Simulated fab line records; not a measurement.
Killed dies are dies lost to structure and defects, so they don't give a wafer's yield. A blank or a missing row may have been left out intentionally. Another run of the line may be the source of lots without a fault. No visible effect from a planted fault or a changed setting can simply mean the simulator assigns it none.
fab line records ; flow n5_finfet
record lots=6; wafers=18; last_day=20
route steps=1938 shown BEOL_M8@1393 BEOL_M9@1401
lots that met no fault: taken from a fault-free run of the same line
start_h: start of the lot's first displayed wafer, in hours after the record's first day ; wait_h: hours from the lot's prior step to this one ; " same as the row above ; L1.1+2: several wafers, shown together as one row ; - either no value or no given start ; * or withheld: withheld ; < > ~ a bound
route shown NAME@n: NAME is a module with steps in the file, n the number in the route of the first one ; usual: mean/standard deviation of fault-free wafers ; same: alike in all rows ; chamber/n: place in a boat ; sites: the reading at each site ; _std_site: the values' standard deviation ; _edge_site: outer sites' mean less inner sites' ; radius_mm: for every site, how far away it sits from the centre of the wafer ; mask NAME#n: copy n ; behind: the most recent tool/chamber to have shaped the wafer ; hold: cause of the lot's hold/its duration in hours/its outcome ; device: whichever transistor did not switch (one of n, p or np) ; end of line: tests run on the same wafers once the route is complete ; where a step has no rows: the recipe by itself ; killed: dies lost to structure and defects at the first sort, not the wafer's yield ; map: a wafer's dies, marking killed ones x, the rest . and places with no die _
set.NAME: the setting the step ran with; set.NAME@STEP: the setting that earlier step ran with ; model.NAME: the simulator's own value behind a step, which no gauge read
lots at some steps of the route; a table a step, a row a wafer
services: the hour from which a tool's chamber was out of use, counted from the record's first day as start_h (under 0 if before that day), plus the number of hours and why
## steps
# step N5_BEOL_M8_ECD_50
# recipe material=Cu; target_thk_a=3000
# step N5_BEOL_M8_ANNEAL_51
# recipe temp_c=225; time_s=90; ambient=N2
# step N5_BEOL_M8_CMP_52
# recipe stop_on=SiCOH_lowk; t_overpolish_s=6.9; down_force_psi=1; platen_rpm=50; clearing_platen_down_force_psi=1.5; clearing_platen_rpm=50; post_cmp_clean=cu_alkaline; target_thk_nm=80; clearing_platen_pad_velocity_m_s=0.99484; pad_velocity_m_s=0.99484
# usual barrier_field_endpoint_s=28.9/0.61; clearing_platen_rpm=49.998/0.025; edge_zone_pressure_frac=1.000/0.0051; motor_current_A=6.1/0.35; overpolish_run_s=6.901/0.0085; time_to_endpoint_s=63.3/2.5
lot.wafer;tool;chamber;start_h;wait_h;barrier_field_endpoint_s;clearing_platen_rpm;edge_zone_pressure_frac;motor_current_A;overpolish_run_s;time_to_endpoint_s
L679.3;cmp-02;0;255.14;0.2;29.3;49.984;1.006;6.0;6.902;65.5
L679.4;cmp-02;2;255.14;0.2;28.8;49.940;0.995;6.0;6.912;60.0
L679.6;cmp-02;0;255.14;0.2;29.8;49.960;1.004;6.0;6.899;63.8
L682.3;cmp-01;3;273.02;0.2;29.0;50.027;1.004;5.8;6.895;66.0
L682.2;cmp-01;2;273.02;0.2;29.2;49.957;1.000;6.1;6.899;63.8
L682.6;cmp-01;0;273.02;0.2;28.9;50.018;0.995;6.6;6.895;61.3
L692.2;cmp-04;0;319.88;0.2;29.1;50.002;1.001;5.8;6.900;65.4
L692.1;cmp-04;1;319.88;0.2;29.1;50.023;1.006;6.8;6.895;67.7
L692.5;cmp-04;1;319.88;0.2;29.0;50.021;1.006;6.6;6.906;66.7
L694.2;cmp-04;2;323.76;0.2;29.1;49.971;0.997;6.1;6.889;65.9
L694.6;cmp-04;2;323.76;0.2;30.0;49.988;1.001;6.4;6.902;64.3
L694.5;cmp-04;3;323.76;0.2;29.7;49.998;1.000;6.2;6.903;66.8
L701.1;cmp-04;0;358.45;0.3;27.9;49.967;0.999;6.0;6.901;62.8
L701.3;cmp-04;1;358.45;0.3;27.9;50.016;0.996;6.8;6.914;62.7
L701.5;cmp-04;2;358.45;0.3;27.9;50.012;0.997;6.1;6.905;59.3
L702.4;cmp-01;2;404.14;0.1;29.8;49.996;0.996;6.7;6.901;60.6
L702.3;cmp-01;3;404.14;0.1;28.7;49.989;0.997;5.7;6.902;59.3
L702.5;cmp-01;3;404.14;0.1;29.2;50.000;1.007;6.1;6.918;61.4
# step N5_BEOL_M8_THK_MEAS_53
# recipe thk_meas_gauge=xrf; reads=Cu_of_BEOL_M8_ECD_50
# usual M8_THK=78.1/1.8
lot.wafer;tool;chamber;start_h;wait_h;M8_THK[nm]
L679.3;film_metro-01;-;255.39;-;76.9
L679.4;film_metro-01;-;255.39;-;79.5
L679.6;film_metro-01;-;255.39;-;76.5
L682.2;film_metro-02;-;273.32;-;76.6
L682.3;film_metro-02;-;273.32;-;78.4
L682.6;film_metro-02;-;273.32;-;76.8
L692.1;film_metro-01;-;320.17;-;78.0
L692.2;film_metro-01;-;320.17;-;82.1
L692.5;film_metro-01;-;320.17;-;78.1
L694.2;film_metro-02;-;324.06;-;80.3
L694.5;film_metro-02;-;324.06;-;76.8
L694.6;film_metro-02;-;324.06;-;80.0
L701.1;film_metro-01;-;358.67;-;79.0
L701.3;film_metro-01;-;358.67;-;80.0
L701.5;film_metro-01;-;358.67;-;78.9
L702.3;film_metro-02;-;404.44;-;77.9
L702.4;film_metro-02;-;404.44;-;79.6
L702.5;film_metro-02;-;404.44;-;77.7
# step N5_BEOL_M8_PRE_CLEAN_55
# recipe gas=NH3; time_s=15; temp_c=withheld; rf_power_w=300
# step N5_BEOL_M8_DEP_56
# recipe material=SiCN; target_thk_a=100; temp_c=withheld; precursor=3MS/NH3; pressure_torr=3; rf_w=202; time_s=17.5
# step N5_BEOL_M8_RS_MEAS_57
# recipe thk_meas_gauge=four-point-probe; reads=Cu_of_BEOL_M8_ECD_50+Co_of_BEOL_M8_CVD_78+TaN_of_BEOL_M8_ALD_77
# usual M8_RS=0.285/0.0076
lot.wafer;tool;chamber;start_h;wait_h;M8_RS[ohm/sq]
L679.3;film_metro-01;-;255.53;0.1;0.286
L679.4;film_metro-01;-;255.53;0.1;0.274
L679.6;film_metro-01;-;255.53;0.1;0.288
L682.2;film_metro-02;-;273.45;0.1;0.293
L682.3;film_metro-02;-;273.45;0.1;0.284
L682.6;film_metro-02;-;273.45;0.1;0.292
L692.1;film_metro-01;-;320.31;0.1;0.285
L692.2;film_metro-01;-;320.31;0.1;0.269
L692.5;film_metro-01;-;320.31;0.1;0.284
L694.2;film_metro-01;-;324.22;0.1;0.274
L694.5;film_metro-01;-;324.22;0.1;0.289
L694.6;film_metro-01;-;324.22;0.1;0.275
L701.1;film_metro-01;-;358.80;0.1;0.282
L701.3;film_metro-01;-;358.80;0.1;0.277
L701.5;film_metro-01;-;358.80;0.1;0.284
L702.3;film_metro-02;-;404.57;0.1;0.290
L702.4;film_metro-02;-;404.57;0.1;0.282
L702.5;film_metro-02;-;404.57;0.1;0.290
# step N5_BEOL_M8_INSPECT_58
# recipe inspect_instrument=darkfield; mode=post_dep
# usual raw_defect_count=79/27
lot.wafer;tool;chamber;start_h;wait_h;raw_defect_count
L679.3;defect_inspect-01;-;255.55;0.0;71
L679.4;defect_inspect-01;-;255.55;0.0;91
L679.6;defect_inspect-01;-;255.55;0.0;89
L682.2;defect_inspect-01;-;273.47;0.0;57
L682.3;defect_inspect-01;-;273.47;0.0;93
L682.6;defect_inspect-01;-;273.47;0.0;89
L692.1;defect_inspect-02;-;320.34;0.0;118
L692.2;defect_inspect-02;-;320.34;0.0;86
L692.5;defect_inspect-02;-;320.34;0.0;126
L694.2;defect_inspect-01;-;324.24;0.0;57
L694.5;defect_inspect-01;-;324.24;0.0;69
L694.6;defect_inspect-01;-;324.24;0.0;77
L701.1;defect_inspect-01;-;358.82;0.0;74
L701.3;defect_inspect-01;-;358.82;0.0;85
L701.5;defect_inspect-01;-;358.82;0.0;151
L702.3;defect_inspect-02;-;404.60;0.0;93
L702.4;defect_inspect-02;-;404.60;0.0;51
L702.5;defect_inspect-02;-;404.60;0.0;78
# step N5_BEOL_M9_ILD_DEP_00
# recipe material=SiCOH_lowk; target_thk_a=3085.1; temp_c=300; precursor=DEMS/porogen; pressure_torr=5; rf_w=500; time_s=58
# usual chamber_pressure_Torr=5.000/0.011; heater_power_outer_w=146/35; heater_power_w=323/56; showerhead_plenum_p_Torr=5.734/0.018; throttle_valve_pct=14.0/1.1
# same time_s=58
lot.wafer;tool;chamber;start_h;wait_h;chamber_pressure_Torr;heater_power_outer_w;heater_power_w;showerhead_plenum_p_Torr;throttle_valve_pct
L679.3;pecvd-04;1;255.59;0.0;5.006;97;274;5.720;13.8
L679.4;pecvd-04;2;255.59;0.0;5.005;127;311;5.745;12.5
L679.6;pecvd-04;0;255.59;0.0;4.996;149;360;5.733;14.2
L682.2;pecvd-03;1;273.51;0.0;5.003;181;341;5.714;14.5
L682.3;pecvd-03;0;273.51;0.0;5.018;207;375;5.738;14.1
L682.6;pecvd-03;1;273.51;0.0;4.995;180;344;5.738;14.2
L692.1;pecvd-01;0;320.38;0.0;4.992;126;262;5.708;14.4
L692.2;pecvd-01;1;320.38;0.0;5.007;193;407;5.735;15.6
L692.5;pecvd-01;0;320.38;0.0;5.007;131;273;5.707;14.4
L694.2;pecvd-01;1;324.28;0.0;5.005;174;391;5.739;16.0
L694.5;pecvd-01;0;324.28;0.0;5.000;105;243;5.709;14.6
L694.6;pecvd-01;1;324.28;0.0;5.019;182;385;5.736;15.8
L701.1;pecvd-01;2;358.86;0.0;5.008;126;307;5.753;12.9
L701.3;pecvd-01;1;358.86;0.0;4.999;184;389;5.761;15.7
L701.5;pecvd-01;0;358.86;0.0;5.021;144;295;5.721;14.7
L702.3;pecvd-01;0;404.63;0.0;5.022;146;301;5.706;14.6
L702.4;pecvd-01;1;404.63;0.0;5.013;185;410;5.751;15.5
L702.5;pecvd-01;2;404.63;0.0;4.982;151;329;5.770;12.9
# step N5_BEOL_M9_CURE_71
# recipe temp_c=385; time_s=240; ambient=He/Ar; material=SiCOH_lowk
# usual lamp_power_pct=52.31/0.055; wafer_temp_C_max=386.8/0.85
# same time_s=240
lot.wafer;tool;chamber;start_h;wait_h;lamp_power_pct;wafer_temp_C_max
L679.3;uv_cure-01;1;256.01;0.4;52.28;387.2
L679.4;uv_cure-01;1;256.01;0.4;52.43;387.6
L679.6;uv_cure-01;1;256.01;0.4;52.30;387.7
L682.2;uv_cure-03;0;273.70;0.2;52.46;388.0
L682.3;uv_cure-03;0;273.70;0.2;52.25;387.7
L682.6;uv_cure-03;0;273.70;0.2;52.33;387.5
L692.1;uv_cure-02;0;320.45;0.0;52.28;385.7
L692.2;uv_cure-02;0;320.45;0.0;52.26;386.2
L692.5;uv_cure-02;0;320.45;0.0;52.36;386.0
L694.2;uv_cure-02;2;324.44;0.1;52.23;386.0
L694.5;uv_cure-02;2;324.44;0.1;52.40;386.1
L694.6;uv_cure-02;2;324.44;0.1;52.32;386.2
L701.1;uv_cure-01;2;358.94;0.0;52.38;386.2
L701.3;uv_cure-01;2;358.94;0.0;52.29;386.0
L701.5;uv_cure-01;2;358.94;0.0;52.21;386.0
L702.3;uv_cure-01;1;405.02;0.4;52.32;388.2
L702.4;uv_cure-01;1;405.02;0.4;52.36;388.2
L702.5;uv_cure-01;1;405.02;0.4;52.34;388.7
# step N5_BEOL_M9_THK_MEAS_01
# recipe reads=SiCOH_lowk_of_BEOL_M9_ILD_DEP_00
# usual M9_ILD_THK=268/3.1
lot.wafer;tool;chamber;start_h;wait_h;M9_ILD_THK[nm]
L679.3;film_metro-02;-;256.68;0.5;271
L679.4;film_metro-02;-;256.68;0.5;271
L679.6;film_metro-02;-;256.68;0.5;269
L682.2;film_metro-02;-;274.13;0.4;261
L682.3;film_metro-02;-;274.13;0.4;263
L682.6;film_metro-02;-;274.13;0.4;267
L692.1;film_metro-01;-;320.97;0.4;270
L692.2;film_metro-01;-;320.97;0.4;266
L692.5;film_metro-01;-;320.97;0.4;268
L694.2;film_metro-02;-;324.87;0.4;266
L694.5;film_metro-02;-;324.87;0.4;272
L694.6;film_metro-02;-;324.87;0.4;270
L701.1;film_metro-02;-;359.45;0.4;268
L701.3;film_metro-02;-;359.45;0.4;264
L701.5;film_metro-02;-;359.45;0.4;270
L702.3;film_metro-01;-;405.38;0.3;269
L702.4;film_metro-01;-;405.38;0.3;272
L702.5;film_metro-01;-;405.38;0.3;273
# step N5_BEOL_M9_PECVD_70
# recipe material=SiO2; target_thk_a=200; temp_c=400; precursor=TEOS/O2; pressure_torr=5.5; rf_w=450; teos_flow_sccm=53.8; gas=O2; flow_sccm=3000; time_s=22.7
# usual heater_power_w=725/94; showerhead_plenum_p_Torr=8.73/0.063; throttle_valve_pct=22.3/1.4
# same time_s=22.7
lot.wafer;tool;chamber;start_h;wait_h;heater_power_w;showerhead_plenum_p_Torr;throttle_valve_pct
L679.3;pecvd-01;2;256.72;0.0;670;8.87;20.8
L679.4;pecvd-01;0;256.72;0.0;620;8.67;23.4
L679.6;pecvd-01;2;256.72;0.0;674;8.84;20.6
L682.2;pecvd-01;1;274.17;0.0;851;8.83;25.8
L682.3;pecvd-01;0;274.17;0.0;626;8.67;23.3
L682.6;pecvd-01;1;274.17;0.0;854;8.84;25.5
L692.1;pecvd-01;1;321.00;0.0;911;8.84;25.3
L692.2;pecvd-01;2;321.00;0.0;688;8.87;20.3
L692.5;pecvd-01;0;321.00;0.0;650;8.70;23.2
L694.2;pecvd-04;2;324.91;0.0;687;8.82;20.0
L694.5;pecvd-04;2;324.91;0.0;694;8.80;20.1
L694.6;pecvd-04;0;324.91;0.0;842;8.76;22.4
L701.1;pecvd-03;1;359.49;0.0;779;8.72;23.4
L701.3;pecvd-03;0;359.49;0.0;811;8.75;23.6
L701.5;pecvd-03;0;359.49;0.0;779;8.74;23.7
L702.3;pecvd-03;0;405.41;0.0;749;8.74;23.6
L702.4;pecvd-03;1;405.41;0.0;674;8.70;23.2
L702.5;pecvd-03;2;405.41;0.0;580;8.65;21.6
# step N5_BEOL_M9_HM_DEP_02
# recipe material=TiN; target_thk_a=200; temp_c=25; chamber_pressure_pa=0.49996
# usual chamber_pressure_pa=0.4999/0.001; substrate_temp_c=25.00/0.1; throttle_valve_pct=29.6/1.5
lot.wafer;tool;chamber;start_h;wait_h;chamber_pressure_pa;substrate_temp_c;throttle_valve_pct
L679.3;pvd_sputter-01;-;257.44;0.7;0.5008;25.02;28.8
L679.4;pvd_sputter-01;-;257.44;0.7;0.5003;24.97;30.8
L679.6;pvd_sputter-01;-;257.44;0.7;0.4997;25.07;30.0
L682.2;pvd_sputter-02;-;275.26;1.1;0.4995;24.92;27.2
L682.3;pvd_sputter-02;-;275.26;1.1;0.4980;24.99;29.5
L682.6;pvd_sputter-02;-;275.26;1.1;0.4995;25.01;27.0
L692.1;pvd_sputter-02;-;322.17;1.2;-;-;-
L692.2;pvd_sputter-02;-;322.17;1.2;-;-;-
L692.5;pvd_sputter-02;-;322.17;1.2;-;-;-
L694.2;pvd_sputter-03;-;325.71;0.8;-;-;-
L694.5;pvd_sputter-03;-;325.71;0.8;-;-;-
L694.6;pvd_sputter-03;-;325.71;0.8;-;-;-
L701.1;pvd_sputter-03;-;360.38;0.9;0.5000;24.95;28.4
L701.3;pvd_sputter-03;-;360.38;0.9;0.5013;25.00;27.3
L701.5;pvd_sputter-03;-;360.38;0.9;0.4997;24.96;28.3
L702.3;pvd_sputter-01;-;406.05;0.6;0.5006;24.94;29.1
L702.4;pvd_sputter-01;-;406.05;0.6;0.4987;24.93;30.9
L702.5;pvd_sputter-01;-;406.05;0.6;0.5007;24.90;29.2
# step N5_BEOL_M9_COAT_59
# recipe resist=SOC; temp_c=250; time_s=60; spin_rpm=1500; resist_thk_nm=100
# step N5_BEOL_M9_COAT_60
# recipe resist=SiARC; temp_c=220; time_s=60; spin_rpm=1500; resist_thk_nm=30
# step N5_BEOL_M9_COAT_05
# recipe resist=CAR-ArF; spin_rpm=1500; resist_thk_nm=90
# step N5_BEOL_M9_EBR_07
# recipe solvent=PGMEA; ebr_width_mm=1.5
# step N5_BEOL_M9_SOFTBAKE_06
# recipe temp_c=110; time_s=60; resist=CAR-ArF
# step N5_BEOL_M9_EXPOSE_08
# recipe mask_id=M9; na=1.35; source_shape=dipole; sigma_inner=0.411; sigma_outer=0.611; polarization=te; dose_mj=53.75
# step N5_BEOL_M9_PEB_09
# recipe peb_temp_c=withheld; peb_time_s=60; resist=CAR-ArF
# step N5_BEOL_M9_DEVELOP_10
# recipe develop_time_s=30; developer=TMAH; resist=CAR-ArF; rinse_liquid=diw; dry=air_spin; dev_temp_c=23
# step N5_BEOL_M9_CD_MEAS_11
# recipe target_cd_nm=64.1; landing_energy_ev=500; detector=se_inlens; polarity=opening
# usual cd_nm=64.0/0.48
lot.wafer;tool;chamber;start_h;wait_h;cd_nm
L679.3;cd_sem-01;0;257.82;-;64.6
L679.4;cd_sem-01;0;257.82;-;64.5
L679.6;cd_sem-01;0;257.82;-;64.5
L682.2;cd_sem-01;0;275.76;-;64.7
L682.3;cd_sem-01;0;275.76;-;64.4
L682.6;cd_sem-01;0;275.76;-;64.6
L692.1;cd_sem-02;0;322.55;-;64.4
L692.2;cd_sem-02;0;322.55;-;64.1
L692.5;cd_sem-02;0;322.55;-;64.7
L694.2;cd_sem-02;0;326.08;-;64.1
L694.5;cd_sem-02;0;326.08;-;63.5
L694.6;cd_sem-02;0;326.08;-;64.4
L701.1;cd_sem-02;0;360.75;-;64.0
L701.3;cd_sem-02;0;360.75;-;63.9
L701.5;cd_sem-02;0;360.75;-;64.2
L702.3;cd_sem-03;0;406.55;-;63.5
L702.4;cd_sem-03;0;406.55;-;63.8
L702.5;cd_sem-03;0;406.55;-;63.5
# step N5_BEOL_M9_OVL_MEAS_12
# recipe points_per_wafer=44
# usual M9_OVL=-0.1/0.73
lot.wafer;tool;chamber;start_h;wait_h;M9_OVL[nm]
L679.3;overlay-01;0;257.84;0.0;-1.3
L679.4;overlay-01;0;257.84;0.0;0.0
L679.6;overlay-01;0;257.84;0.0;0.5
L682.2;overlay-02;0;275.79;0.0;0.2
L682.3;overlay-02;0;275.79;0.0;-0.4
L682.6;overlay-02;0;275.79;0.0;0.5
L692.1;overlay-01;0;322.58;0.0;-0.6
L692.2;overlay-01;0;322.58;0.0;0.2
L692.5;overlay-01;0;322.58;0.0;-0.8
L694.2;overlay-02;0;326.15;0.1;-0.6
L694.5;overlay-02;0;326.15;0.1;1.3
L694.6;overlay-02;0;326.15;0.1;0.1
L701.1;overlay-02;0;360.79;0.0;-1.5
L701.3;overlay-02;0;360.79;0.0;-0.2
L701.5;overlay-02;0;360.79;0.0;-1.3
L702.3;overlay-02;0;406.57;0.0;0.3
L702.4;overlay-02;0;406.57;0.0;0.6
L702.5;overlay-02;0;406.57;0.0;0.7
# step N5_BEOL_M9_INSPECT_13
# recipe mode=adi; inspect_instrument=brightfield
# usual raw_defect_count=443/88
lot.wafer;tool;chamber;start_h;wait_h;raw_defect_count
L679.3;defect_inspect-01;-;257.87;0.0;426
L679.4;defect_inspect-01;-;257.87;0.0;569
L679.6;defect_inspect-01;-;257.87;0.0;483
L682.2;defect_inspect-01;-;275.81;0.0;399
L682.3;defect_inspect-01;-;275.81;0.0;426
L682.6;defect_inspect-01;-;275.81;0.0;320
L692.1;defect_inspect-01;-;322.60;0.0;406
L692.2;defect_inspect-01;-;322.60;0.0;366
L692.5;defect_inspect-01;-;322.60;0.0;425
L694.2;defect_inspect-01;-;326.17;0.0;243
L694.5;defect_inspect-01;-;326.17;0.0;332
L694.6;defect_inspect-01;-;326.17;0.0;215
L701.1;defect_inspect-01;-;360.81;0.0;484
L701.3;defect_inspect-01;-;360.81;0.0;471
L701.5;defect_inspect-01;-;360.81;0.0;561
L702.3;defect_inspect-01;-;406.60;0.0;447
L702.4;defect_inspect-01;-;406.60;0.0;318
L702.5;defect_inspect-01;-;406.60;0.0;433
# step N5_BEOL_M9_DESCUM_16
# recipe chemistry=O2; time_s=7.9; source_power_w=50; bias_power_w=20; pressure_mtorr=20; rf_frequency_hz=2.712e+07; temp_c=40; resist=CAR-ArF; o2_flow_sccm=225
# step N5_BEOL_M9_ETCH_61
# recipe chemistry=CF4; target=SiARC; target_depth_a=390; mask_material=CAR-ArF; time_s=65; ion_energy_ev=80; pressure_mtorr=40; source_w=545; bias_w=36; Ar_flow_sccm=100; cf4_flow_sccm=100; ends=cleared
# step N5_BEOL_M9_ETCH_62
# recipe chemistry=N2/H2; target=SOC; target_depth_a=1100; overetch_a=220; mask_material=SiARC; temp_c=40; time_s=165; ion_energy_ev=200; pressure_mtorr=30; source_w=840; bias_w=150; n2_flow_sccm=200; h2_flow_sccm=200
# step N5_BEOL_M9_STRIP_68
# recipe chemistry=N2/H2; temp_c=40; n2_flow_sccm=200; h2_flow_sccm=200; rf_frequency_hz=6e+07
# step N5_BEOL_M9_STRIP_67
# recipe chemistry=CF4; resist=SiARC; power_w=300; bias_power_w=75; pressure_mtorr=50; cf4_flow_sccm=150; rf_frequency_hz=6e+07
# step N5_BEOL_M9_HM_OPEN_17
# recipe chemistry=Cl2/BCl3; target_depth_a=200; overetch_a=60; target=TiN; mask_material=SOC; ion_energy_ev=150; pressure_mtorr=10; icp_w=1000; bias_w=126; Cl2_flow_sccm=53.25; bcl3_flow_sccm=21.75; Ar_flow_sccm=25
# usual drypump_motor_current_A=5.79/0.28; oes_product_au=0.67/0.11; throttle_valve_pct=22.00/0.25
lot.wafer;tool;chamber;start_h;wait_h;drypump_motor_current_A;oes_product_au;rf_hours_counter_h;throttle_valve_pct;model.etch.depth_nm
L679.3;rie_metal-02;1;258.60;0.1;5.38;0.81;-;22.31;20.09
L679.4;rie_metal-02;0;258.60;0.1;5.66;0.59;-;21.67;20.08
L679.6;rie_metal-02;1;258.60;0.1;5.40;0.80;-;22.32;19.89
L682.2;rie_metal-03;0;276.14;0.0;6.03;0.72;24;22.22;19.87
L682.3;rie_metal-03;1;276.14;0.0;5.48;0.65;-;22.39;19.89
L682.6;rie_metal-03;0;276.14;0.0;6.04;0.72;-;22.24;19.73
L692.1;rie_metal-02;1;322.91;0.0;5.32;0.34;11;23.00;0
L692.2;rie_metal-02;0;322.91;0.0;5.67;0.25;91;22.31;0
L692.5;rie_metal-02;1;322.91;0.0;5.35;0.34;-;23.01;0
L694.2;rie_metal-01;0;326.57;0.0;5.90;0.26;73;22.78;0
L694.5;rie_metal-01;1;326.57;0.0;6.16;0.35;-;22.56;0
L694.6;rie_metal-01;0;326.57;0.0;5.91;0.25;-;22.78;0
L701.1;rie_metal-02;0;361.57;0.0;5.67;0.57;97;21.71;20.14
L701.3;rie_metal-02;0;361.57;0.0;5.66;0.57;-;21.68;19.99
L701.5;rie_metal-02;0;361.57;0.0;5.67;0.57;-;21.70;20.12
L702.3;rie_metal-01;0;406.93;0.1;5.89;0.57;-;22.14;20.36
L702.4;rie_metal-01;1;406.93;0.1;6.14;0.75;-;21.93;20.25
L702.5;rie_metal-01;0;406.93;0.1;5.91;0.57;-;22.15;20.21
# step N5_BEOL_M9_STRIP_19
# recipe chemistry=O2; power_w=400; temp_c=40; pressure_mtorr=30; rf_frequency_hz=6e+07; bias_power_w=0; overash_fraction=0.2; o2_flow_sccm=225
# usual drypump_motor_current_A=5.7/0.44; oes_product_au=0.81/0.077; rf_vpp_V=3.7/0.67; showerhead_plenum_p_Torr=2.12/0.079; throttle_valve_pct=16.62/0.24
lot.wafer;tool;chamber;start_h;wait_h;drypump_motor_current_A;oes_product_au;rf_hours_counter_h;rf_vpp_V;showerhead_plenum_p_Torr;throttle_valve_pct
L679.3;rie_diel-02;3;258.73;0.1;6.2;0.82;100;3.7;2.12;16.39
L679.4;rie_diel-02;2;258.73;0.1;5.4;0.91;27;4.5;2.14;16.48
L679.6;rie_diel-02;1;258.73;0.1;4.9;0.88;-;3.4;2.04;16.40
L682.2;rie_diel-01;2;276.25;0.1;6.0;0.91;21;3.5;2.23;16.22
L682.3;rie_diel-01;3;276.25;0.1;5.4;0.70;215;3.9;2.16;16.98
L682.6;rie_diel-01;1;276.25;0.1;5.8;0.87;-;4.1;2.22;16.71
L692.1;rie_diel-01;2;323.02;0.1;6.1;0.88;37;4.5;2.23;16.25
L692.2;rie_diel-01;0;323.02;0.1;6.1;0.70;224;3.4;2.16;16.83
L692.5;rie_diel-01;2;323.02;0.1;6.0;0.88;-;4.8;2.23;16.28
L694.2;rie_diel-04;1;326.78;0.2;5.4;0.73;181;2.6;2.08;16.64
L694.5;rie_diel-04;3;326.78;0.2;6.4;0.75;-;3.1;1.92;16.62
L694.6;rie_diel-04;0;326.78;0.2;5.1;0.77;-;5.0;2.01;16.75
L701.1;rie_diel-02;0;361.78;0.2;5.6;0.83;66;3.2;2.13;16.82
L701.3;rie_diel-02;2;361.78;0.2;5.3;0.87;56;3.9;2.13;16.52
L701.5;rie_diel-02;0;361.78;0.2;5.6;0.85;-;4.2;2.13;16.83
L702.3;rie_diel-02;1;407.02;0.1;4.9;0.81;78;4.7;2.03;16.47
L702.4;rie_diel-02;3;407.02;0.1;6.1;0.77;143;3.6;2.11;16.44
L702.5;rie_diel-02;0;407.02;0.1;5.6;0.82;-;3.3;2.12;16.84
# step N5_BEOL_M9_CD_MEAS_18
# recipe pitch_nm=140; target_cd_nm=70
# usual cd_nm=69.9/0.53
lot.wafer;tool;chamber;start_h;wait_h;cd_nm
L679.3;cd_sem-03;-;258.80;0.1;69.7
L679.4;cd_sem-03;-;258.80;0.1;70.6
L679.6;cd_sem-03;-;258.80;0.1;70.2
L682.2;cd_sem-01;-;276.32;0.1;71.0
L682.3;cd_sem-01;-;276.32;0.1;71.0
L682.6;cd_sem-01;-;276.32;0.1;70.5
L692.1;cd_sem-02;-;323.09;0.0;-
L692.2;cd_sem-02;-;323.09;0.0;-
L692.5;cd_sem-02;-;323.09;0.0;-
L694.2;cd_sem-01;-;326.85;0.1;-
L694.5;cd_sem-01;-;326.85;0.1;-
L694.6;cd_sem-01;-;326.85;0.1;-
L701.1;cd_sem-03;-;361.85;0.0;69.4
L701.3;cd_sem-03;-;361.85;0.0;69.9
L701.5;cd_sem-03;-;361.85;0.0;70.4
L702.3;cd_sem-03;-;407.09;0.1;69.4
L702.4;cd_sem-03;-;407.09;0.1;70.0
L702.5;cd_sem-03;-;407.09;0.1;68.5
# step N5_BEOL_M9_COAT_63
# recipe resist=SOC; temp_c=250; time_s=60; spin_rpm=1500; resist_thk_nm=60
## services
tool;chamber;start_h;hours;kind
cmp-01;-;236.00;6.8;pm
rie_diel-02;3;241.30;2.1;repair
pecvd-04;1;245.84;3.8;repair
cmp-01;-;247.27;5.1;repair
cmp-04;-;271.62;3.2;repair
uv_cure-01;-;279.71;2.1;pm
pecvd-01;-;290.28;14.6;pm
pecvd-03;2;295.39;5.9;repair
rie_diel-01;-;296.25;0.3;repair
cmp-04;-;312.23;2.6;repair
cmp-01;-;313.34;12.6;repair
pecvd-03;-;322.59;2.8;pm
cmp-04;-;325.66;4.0;pm
rie_diel-01;1;325.84;14.7;repair
rie_diel-02;-;327.81;14.6;pm
cmp-01;-;330.49;0.3;repair
rie_metal-01;0;332.37;4.0;repair
rie_diel-02;1;346.98;4.0;repair
rie_metal-02;1;353.84;23.1;repair
cmp-04;-;356.73;0.9;repair
rie_diel-02;-;362.43;1.3;repair
pecvd-03;1;367.19;6.5;repair
rie_diel-02;1;376.80;10.3;repair
pecvd-03;-;398.89;0.5;repair
## key
first_sign step=N5_BEOL_M9_HM_DEP_02; reading=tool_record; direction=missing
effect step=N5_BEOL_M9_HM_OPEN_17; reading=oes_product_au; direction=down; sigmas=3.5; usual=0.67; struck=0.30
effect step=N5_BEOL_M9_CD_MEAS_18; reading=cd_nm; direction=missing
model_effect step=N5_BEOL_M9_HM_OPEN_17; value=etch.depth_nm; without=20.16; struck=0
met_at N5_BEOL_M9_HM_DEP_02
struck_wafers L692.1,L692.2,L692.5,L694.2,L694.5,L694.6
later_rows_left_out L692.1,L692.2,L692.5,L694.2,L694.5,L694.6
sort_left_out L692.1,L692.2,L692.5,L694.2,L694.5,L694.6
onset_between 275.26 322.17
fault kind=skipped_step_whole; tool=pvd_sputter-02,pvd_sputter-03; chamber=-; onset_h=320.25; steps=N5_BEOL_M9_HM_DEP_02; scope=struck_lots_only
# sort_left_out: the simulated sort isn't trusted on such a fault, so these wafers' sort isn't shown, and their yield isn't known
# later_rows_left_out: the simulator's readings of these wafers behind a module that went badly wrong aren't trusted and aren't shown, but for the sort
